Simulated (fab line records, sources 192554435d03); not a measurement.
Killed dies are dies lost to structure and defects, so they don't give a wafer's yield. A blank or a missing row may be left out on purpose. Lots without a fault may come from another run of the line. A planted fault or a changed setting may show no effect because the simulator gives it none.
Chamber matching | flow n5_finfet | N5_BEOL_M3_CO_CAP_55 on cvd_co-01: 3 sister chambers
The step material Co, precursor CCTBA/H2, target thk 2 nm, time 102.1 s. 6 wafers are shown with their chamber, then 12 later ones without.

WAFERS WITH THEIR CHAMBER
wafer  | chamber | heater_power_w (W)
L083.1 | 2       | 195
L084.1 | 0       | 284
L084.6 | 2       | 199
L088.1 | 1       | 280
L088.2 | 0       | 293
L088.5 | 1       | 287

WAFERS WITHOUT THEIR CHAMBER
wafer  | heater_power_w (W)
L089.1 | 287
L089.5 | 196
L089.6 | 286
L091.2 | 197
L091.3 | 288
L091.4 | 201
L094.2 | 290
L094.5 | 288
L094.6 | 286
L093.2 | 198
L093.4 | 284
L093.6 | 199

WHICH CHAMBER EACH WENT THROUGH
wafer  | from the rows above     | in truth
L089.1 | can't be placed: 0 or 1 | 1
L089.5 | 2                       | 2
L089.6 | can't be placed: 0 or 1 | 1
L091.2 | 2                       | 2
L091.3 | can't be placed: 0 or 1 | 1
L091.4 | 2                       | 2
L094.2 | can't be placed: 0 or 1 | 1
L094.5 | can't be placed: 0 or 1 | 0
L094.6 | can't be placed: 0 or 1 | 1
L093.2 | 2                       | 2
L093.4 | can't be placed: 1 or 0 | 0
L093.6 | 2                       | 2
Placed correctly: 5 of 12. Can't be placed from these rows: 7 (the true chamber is among the candidates in 7). Placed wrongly: 0.
How it was worked out, from the rows above alone: a wafer's distance from a chamber is the root of the sum, over the readings, of the square of ((its reading less the chamber's mean) divided by the reading's scatter). The wafer belongs to the nearest chamber; if the next one is less than 2 further off, it can't be placed. A chamber's mean is the mean of its shown wafers. The scatter: the root of (the sum of the squares of (reading less its chamber's mean) over the shown wafers, divided by (wafers less chambers)).
